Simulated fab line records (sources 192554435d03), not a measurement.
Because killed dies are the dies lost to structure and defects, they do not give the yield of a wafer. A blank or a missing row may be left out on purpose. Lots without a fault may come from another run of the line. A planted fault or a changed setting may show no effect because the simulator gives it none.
Comparing a struck lot with a sound one / flow n5-finfet / 14 out of 1938 route steps
Sound: wafers L236.1, L236.2, L236.6. Wafers struck: L240.2, L240.5, L240.6. The cause is named last.
Per side, at each step with rows, come the tool, then ch with its chambers, and then its first start. Under that, the readings that differ: sound wafers / struck wafers / difference of the means / sigmas: that difference in standard deviations of wafers without a fault.
alike: same words and numbers on both sides, and readings whose means sit less than 2 such deviations apart. not compared: any withheld reading, any reading some wafer has no value for, any bound like >300 that may hide the same value, and any number with overlapping values for which the record gives no deviation.
Wherever a step has rows on one side only, a row that says differs or no value, or a row with sigmas, the two part there. Numbers that have no deviation but don't overlap get no sigmas and don't part them. A reading missing from all wafers of one side parts the sides only when that side holds two or more wafers.

first, 9 steps without rows for these wafers: N5_BEOL_M1_EXPOSE_08 (exposes mask M1); N5_BEOL_M1_PEB_09 (peb time 60 s); N5_BEOL_M1_DEVELOP_10 (develop time 30 s); N5_BEOL_M1_DESCUM_16 (chemistry O2, time 7 s); N5_BEOL_M1_ETCH_74 (etches underlayer in N2/H2, target depth 6.5 nm, time 5.2 s); N5_BEOL_M1_ETCH_63 (etches SiARC in CF4, target depth 15.6 nm, time 26 s); N5_BEOL_M1_ETCH_64 (etches SOC in N2/H2, target depth 75 nm, overetch 15 nm, time 112.5 s); N5_BEOL_M1_STRIP_65 (strips in N2/H2); N5_BEOL_M1_STRIP_75 (strips in N2/H2).
N5_BEOL_M1_STRIP_66: strips in CF4.
  sound on rie-diel-01 ch 1,3, day 7 15:10; struck on rie-diel-05 ch 1,2, day 8 14:00
  no value came back on the struck wafers for any of 7 readings (bias-power-w (W), cf4-flow-sccm (sccm) and others); on the sound wafers bias-power-w (W) reads 74.82 74.81 75.08
reading=model.SiARC_of_BEOL_M1_COAT_62.thk-nm (nm); sound=0 0 0; struck=7 7 6.8; difference=+7; sigmas=
  not compared: rf-hours-counter-h
N5_BEOL_M1_HM_OPEN_17: chemistry Cl2/BCl3, target TiN, target depth 20 nm, overetch 6 nm.
  sound on rie-metal-02 ch 0,1, day 7 15:12; struck on rie-metal-03 ch 0,1, day 8 14:02
reading=model.SiARC_of_BEOL_M1_COAT_62.thk-nm (nm); sound=0 0 0; struck=0.4 0.2 0.4; difference=+0.3; sigmas=
  alike: drypump-motor-current-A, he-backside-leak-sccm, oes_ar_750_au, oes-product-au, throttle-valve-pct
  not compared: rf-hours-counter-h
then, 1 step without rows for these wafers: N5_BEOL_M1_STRIP_19 (strips in O2).
-- here the record skips 2 days between the struck wafers' starts before and after, leaving off in module BEOL_M1 and picking up in module BEOL_M4 (first step shown: number 1111 of the route) --
N5_BEOL_M4_RC_MEAS_101:
  sound on prober-02 ch 0, day 9 22:19; struck on prober-01 ch 0, day 11 01:07
reading=DIBL_N (mV/V); sound=40.1 38.9 39.9; struck=32.8 33.4 34.1; difference=-6.2; sigmas=-3
reading=DIBL_P (mV/V); sound=40.3 38.8 39.2; struck=32.3 34.6 34.3; difference=-5.7; sigmas=-3
reading=IOFF_N (nA/um); sound=0.224 0.185 0.214; struck=0.099 0.123 0.123; difference=-0.093; sigmas=-3
reading=IOFF_P (nA/um); sound=0.27 0.25 0.26; struck=0.15 0.18 0.17; difference=-0.09; sigmas=-3
reading=ION_N (uA/um); sound=675 682 674; struck=644 667 651; difference=-23; sigmas=-2
reading=VT_N (mV); sound=247.6 250.4 247.6; struck=257.9 251.8 256.5; difference=+6.9; sigmas=+2
  alike: ION_P, SS_N, SS_P, VT_P
-- record jumps: 5 days separate the struck wafers' starts on either side; left off in module BEOL_M4, taken up again in module PASSIVATION, whose first shown step is the route's number 1936 --
N5_PASSIVATION_PROBE_49:
  sound on prober-01 at day 14 05:02; struck on prober-01 at day 15 14:56
reading=sort_bin_8_speed (%); sound=0 0 0; struck=0.17 0 0; difference=+0.06; sigmas=+2
  alike: defect-limited-yield, killed_at_M0_to_M3, killed_at_M4_up, killed-at-contacts, killed-at-front-end, killed-at-other, killed-dies, killed-open, killed-short, sort_bin_5_function, sort_bin_6_memory, sort-n-pass

WHERE THEY PART
At N5_BEOL_M1_STRIP_66 first; at N5_PASSIVATION_PROBE_49 last (within this record only).

WHY: whatever the simulator had introduced
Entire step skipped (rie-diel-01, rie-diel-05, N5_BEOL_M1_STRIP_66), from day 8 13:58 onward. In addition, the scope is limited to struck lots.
